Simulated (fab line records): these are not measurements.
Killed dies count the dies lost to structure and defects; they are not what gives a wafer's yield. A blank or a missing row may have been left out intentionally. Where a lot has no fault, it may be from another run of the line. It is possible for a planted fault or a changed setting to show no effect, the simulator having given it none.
Which tool is to blame? ; flow n5 finfet ; Sampling: 10 lots, 30 wafers, 5 of 1938 route steps

## WHAT EACH GAUGE READ, for each wafer
N5_BEOL_M4_RC_MEAS_101. Usual: DIBL_N 35.8 mV/V, standard deviation 1.8; DIBL_P 35.6 mV/V, standard deviation 2; IOFF_N 0.148 nA/um, standard deviation 0.028; IOFF_P 0.20 nA/um, standard deviation 0.034; ION_N 672 uA/um, standard deviation 12; ION_P 462 uA/um, standard deviation 8.5; SS_N 71.2 mV/dec, standard deviation 0.65; SS_P 73.1 mV/dec, standard deviation 0.67; VT_N 251 mV, standard deviation 3.3; VT_P -251 mV, standard deviation 3.8.
lot;measured;on;DIBL_N (mV/V);DIBL_P (mV/V);IOFF_N (nA/um);IOFF_P (nA/um);ION_N (uA/um);ION_P (uA/um);SS_N (mV/dec);SS_P (mV/dec);VT_N (mV);VT_P (mV);flag
L493;day 7 15:10;prober-02;34.6 32.9 34.0;35.2 34.3 36.4;0.150 0.119 0.145;0.16 0.15 0.17;674 660 677;449 454 459;71.1 70.7 71.5;72.6 72.5 73.4;252 253 251;-258 -257 -255;
L498;day 9 04:34;prober-01;37.6 37.9 36.8;36.9 37.5 35.5;0.169 0.162 0.147;0.20 0.22 0.18;693 684 675;465 461 462;71.9 71.7 71.4;73.8 74.0 72.9;245 247 251;-252 -249 -254;
L497;day 9 07:14;prober-01;36.3 35.4 36.7;37.7 38.2 37.9;0.161 0.152 0.165;0.19 0.20 0.19;686 674 671;464 463 461;71.5 71.5 71.0;72.9 72.6 73.1;250 252 250;-256 -254 -256;
L499;day 9 11:45;prober-02;33.2 34.2 34.0;32.1 33.6 32.3;0.111 0.129 0.116;0.16 0.19 0.16;667 674 655;459 467 453;70.4 70.5 70.5;72.0 72.8 72.6;254 250 254;-256 -250 -253;
L500;day 9 10:25;prober-01;38.1 37.8 37.9;36.8 36.6 36.3;0.191 0.178 0.174;0.26 0.26 0.23;692 686 685;481 475 468;71.9 71.9 71.4;72.9 73.2 73.2;247 247 248;-244 -242 -246;
L503;day 10 05:30;prober-01;38.0 34.9 33.6;37.4 34.3 32.3;0.178 0.117 0.105;0.21 0.17 0.14;676 656 661;456 454 450;71.5 71.0 69.8;73.8 73.0 72.1;252 255 255;-254 -252 -256;
L511;day 12 03:19;prober-01;38.5 35.8 35.6;39.8 34.5 36.1;0.191 0.137 0.146;0.25 0.17 0.18;679 663 683;463 454 466;72.1 71.6 71.5;73.7 73.0 73.1;248 252 251;-248 -252 -255;
L513;day 12 19:14;prober-02;36.4 39.3 37.4;33.2 36.0 35.8;0.145 0.208 0.170;0.16 0.19 0.20;671 659 685;454 443 459;71.8 72.7 71.3;73.0 73.9 73.8;253 249 249;-257 -253 -250;
L514;day 13 02:19;prober-01;38.6 37.8 38.0;41.2 39.5 39.9;0.200 0.181 0.183;0.27 0.24 0.25;678 684 682;464 462 472;72.5 71.2 72.0;74.2 73.9 74.1;245 247 250;-247 -249 -247;
L515;day 13 18:52;prober-02;35.8 38.4 35.3;35.0 37.4 33.1;0.147 0.197 0.138;0.19 0.24 0.18;677 691 682;463 478 464;71.3 71.6 71.0;72.4 72.5 71.9;250 246 254;-248 -247 -250;

## EACH LOT AND THE TOOL THAT RAN IT (in order: tool; ch and the chambers of the sampled wafers; start)
lot;N5_BEOL_M0_ANNEAL_133;N5_BEOL_M0_PRE_CLEAN_131;N5_BEOL_M0_CO_CAP_123;N5_BEOL_M1_PECVD_72
L493;pvd sputter-02, day 5 23:34;cvd co-01 ch 0,2, day 6 00:56;cvd co-01 ch 0,2, day 6 00:58;pecvd-02 ch 0,2, day 6 01:19
L498;pvd sputter-02, day 7 10:37;cvd co-01 ch 1, day 7 12:26;cvd co-01 ch 1, day 7 12:30;pecvd-02 ch 0,1,2, day 7 12:54
L497;pvd sputter-02, day 7 11:08;cvd co-01 ch 0,1, day 7 12:40;cvd co-01 ch 0,1, day 7 12:43;pecvd-02 ch 0,1, day 7 13:07
L499;pvd sputter-02, day 7 11:52;cvd co-02 ch 0,1, day 7 13:07;cvd co-02 ch 0,1, day 7 13:10;pecvd-02 ch 0,1,2, day 7 13:31
L500;pvd sputter-01, day 7 18:57;cvd co-02 ch 0,1, day 7 20:07;cvd co-02 ch 0,1, day 7 20:10;pecvd-02 ch 0,1,2, day 7 20:31
L503;pvd sputter-03, day 8 07:45;cvd co-02 ch 0,1,2, day 8 08:44;cvd co-02 ch 0,1,2, day 8 08:47;pecvd-02 ch 0,1,2, day 8 09:08
L511;pvd sputter-02, day 10 11:59;cvd co-02 ch 0,1,2, day 10 12:58;cvd co-02 ch 0,1,2, day 10 13:01;pecvd-04 ch 0,1, day 10 13:22
L513;pvd sputter-01, day 11 00:46;cvd co-01 ch 1,2, day 11 01:46;cvd co-01 ch 1,2, day 11 01:48;pecvd-04 ch 0,1, day 11 02:10
L514;pvd sputter-02, day 11 02:52;cvd co-02 ch 0,1,2, day 11 03:51;cvd co-02 ch 0,1,2, day 11 03:53;pecvd-03 ch 1,2, day 11 04:14
L515;pvd sputter-03, day 11 07:55;cvd co-01 ch 0,1,2, day 11 08:54;cvd co-01 ch 0,1,2, day 11 08:56;pecvd-04 ch 0,1,2, day 11 09:28
- N5_BEOL_M0_ANNEAL_133: time 60 s.
- N5_BEOL_M0_PRE_CLEAN_131: time 15 s.
- N5_BEOL_M0_CO_CAP_123: material Co, precursor CCTBA/H2, target thk 2 nm, time 102.1 s.
- N5_BEOL_M1_PECVD_72: deposits SiO2 from TEOS/O2, target thk 16 nm, time 18 s.

## WHAT THE TOOLS THEMSELVES READ (means of the sampled wafers that have a number; where no wafer has one, the mark that the record gives instead)
N5_BEOL_M0_ANNEAL_133. Usual: heater power w 910 W, standard deviation 140.
lot;tool;heater power w (W);flag
L493;pvd sputter-02;947;
L498;pvd sputter-02;894;
L497;pvd sputter-02;999;
L499;pvd sputter-02;870;
L500;pvd sputter-01;939;
L503;pvd sputter-03;817;
L511;pvd sputter-02;937;
L513;pvd sputter-01;999;
L514;pvd sputter-02;911;
L515;pvd sputter-03;810;

N5_BEOL_M0_PRE_CLEAN_131. Usual: heater power w 82 W, standard deviation 7.5; rf fwd power W 296.8 W, standard deviation 1.3.
lot;tool;heater power w (W);rf fwd power W (W);flag
L493;cvd co-01;76;297.6;
L498;cvd co-01;75;298.8;
L497;cvd co-01;86;296.0;
L499;cvd co-02;78;297.9;
L500;cvd co-02;77;297.4;
L503;cvd co-02;82;296.5;
L511;cvd co-02;83;297.1;
L513;cvd co-01;74;296.7;
L514;cvd co-02;84;296.7;
L515;cvd co-01;80;297.2;

N5_BEOL_M0_CO_CAP_123. Usual: heater power w 233 W, standard deviation 9.7.
lot;tool;heater power w (W);flag
L493;cvd co-01;226;
L498;cvd co-01;225;
L497;cvd co-01;238;
L499;cvd co-02;232;
L500;cvd co-02;226;
L503;cvd co-02;235;
L511;cvd co-02;233;
L513;cvd co-01;222;
L514;cvd co-02;235;
L515;cvd co-01;228;

N5_BEOL_M1_PECVD_72. Usual: heater power w 714 W, standard deviation 68; rf fwd power W 443.6 W, standard deviation 2.1; showerhead plenum p Torr 8.80 Torr, standard deviation 0.052; showerhead vpp V 1314 V, standard deviation 58; susceptor temp C 400.00 C, standard deviation 0.22; throttle valve pct 22.5 %, standard deviation 1.3.
lot;tool;heater power w (W);rf fwd power W (W);showerhead plenum p Torr (Torr);showerhead vpp V (V);susceptor temp C (C);throttle valve pct (%);flag
L493;pecvd-02;719;443.9;8.80;1343;400.20;23.1;
L498;pecvd-02;747;443.7;8.80;1322;400.10;22.8;
L497;pecvd-02;796;442.6;8.78;1339;399.93;23.6;
L499;pecvd-02;677;444.3;8.78;1314;394.79;22.8;OFF
L500;pecvd-02;675;442.3;8.81;1333;394.97;22.9;OFF
L503;pecvd-02;725;442.5;8.80;1320;394.95;22.9;OFF
L511;pecvd-04;717;444.5;8.73;1219;399.83;22.8;
L513;pecvd-04;724;443.2;8.76;1244;399.65;23.7;
L514;pecvd-03;649;446.9;8.81;1359;399.94;21.8;
L515;pecvd-04;747;442.3;8.79;1260;400.20;22.1;

## THE ANSWER, worked out from the rows above alone
Rule: a lot is off if the mean of its wafers that have a number lies more than 3 standard deviations from the usual mean. Also off: a lot with no number at a reading for which 4 or more lots have one. Any other lot the step has rows for is counted as sound. Order of review: gauges by route order, followed by the tools' own readings, for which a lot's mean as printed above is used. At the first step where some lot is off, the reading lying furthest off is the one used; lots without a number count as furthest.
Off: L499, L500, L503, at N5_BEOL_M1_PECVD_72 (susceptor temp C).
If a tool, at that step or one of the process steps before it, ran each lot that is off and ran no sound lot following the first of them, it fits. One fits: N5_BEOL_M1_PECVD_72 on pecvd-02. A fault onset in the window from L497 (day 7 13:07, its last sound lot) to L499 (day 7 13:31, its first lot off) fits.
On the lots that are off, the tool's own readings at N5_BEOL_M1_PECVD_72 differ by more than 5 times the standard deviation of the sound lots' means, which bears it out; susceptor temp C reads 394.90 C there versus 399.98 C on the sound lots.

## WHAT HAD BEEN PUT IN BY THE SIMULATOR
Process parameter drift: pecvd-02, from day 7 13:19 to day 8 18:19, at N5_BEOL_M1_PECVD_72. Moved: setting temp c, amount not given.
Shown lots that were struck: L500, L499, L503. The rule above reached the same finding.
